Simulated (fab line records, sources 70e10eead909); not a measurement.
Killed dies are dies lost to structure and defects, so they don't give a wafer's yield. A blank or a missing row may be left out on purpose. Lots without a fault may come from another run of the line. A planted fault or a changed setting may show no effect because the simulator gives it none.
Chamber matching | flow nand_harc | NHARC_A_WL_FILL_ALD_00 on ald_hk-01: 4 sister chambers
The step deposits Al2O3, target thk 3 nm, pulse time 3 s, ald cycles 30. 8 wafers are shown with their chamber, then 12 later ones without.

WAFERS WITH THEIR CHAMBER
wafer  | chamber | heater_power_w (W) | heater_power_outer_w (W)
L082.2 | 0       | 518                | 285
L082.6 | 2       | 434                | 251
L083.3 | 1       | 384                | 214
L083.4 | 0       | 535                | 284
L083.5 | 3       | 445                | 254
L085.2 | 3       | 474                | 249
L085.3 | 2       | 435                | 242
L085.4 | 1       | 379                | 205

WAFERS WITHOUT THEIR CHAMBER
wafer  | heater_power_w (W) | heater_power_outer_w (W)
L086.3 | 505                | 278
L086.4 | 440                | 245
L086.6 | 435                | 247
L089.3 | 438                | 242
L089.4 | 377                | 216
L089.5 | 441                | 244
L095.2 | 438                | 247
L095.4 | 442                | 249
L095.6 | 450                | 240
L096.1 | 433                | 252
L096.3 | 379                | 219
L096.5 | 398                | 214

WHICH CHAMBER EACH WENT THROUGH
wafer  | from the rows above     | in truth
L086.3 | 0                       | 0
L086.4 | can't be placed: 2 or 3 | 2
L086.6 | 2                       | 2
L089.3 | can't be placed: 2 or 3 | 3
L089.4 | 1                       | 1
L089.5 | can't be placed: 2 or 3 | 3
L095.2 | can't be placed: 2 or 3 | 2
L095.4 | can't be placed: 2 or 3 | 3
L095.6 | can't be placed: 2 or 3 | 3
L096.1 | can't be placed: 2 or 3 | 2
L096.3 | 1                       | 1
L096.5 | 1                       | 1
Placed correctly: 5 of 12. Can't be placed from these rows: 7 (the true chamber is among the candidates in 7). Placed wrongly: 0.
How it was worked out, from the rows above alone: a wafer's distance from a chamber is the root of the sum, over the readings, of the square of ((its reading less the chamber's mean) divided by the reading's scatter). The wafer belongs to the nearest chamber; if the next one is less than 2 further off, it can't be placed. A chamber's mean is the mean of its shown wafers. The scatter: the root of (the sum of the squares of (reading less its chamber's mean) over the shown wafers, divided by (wafers less chambers)).
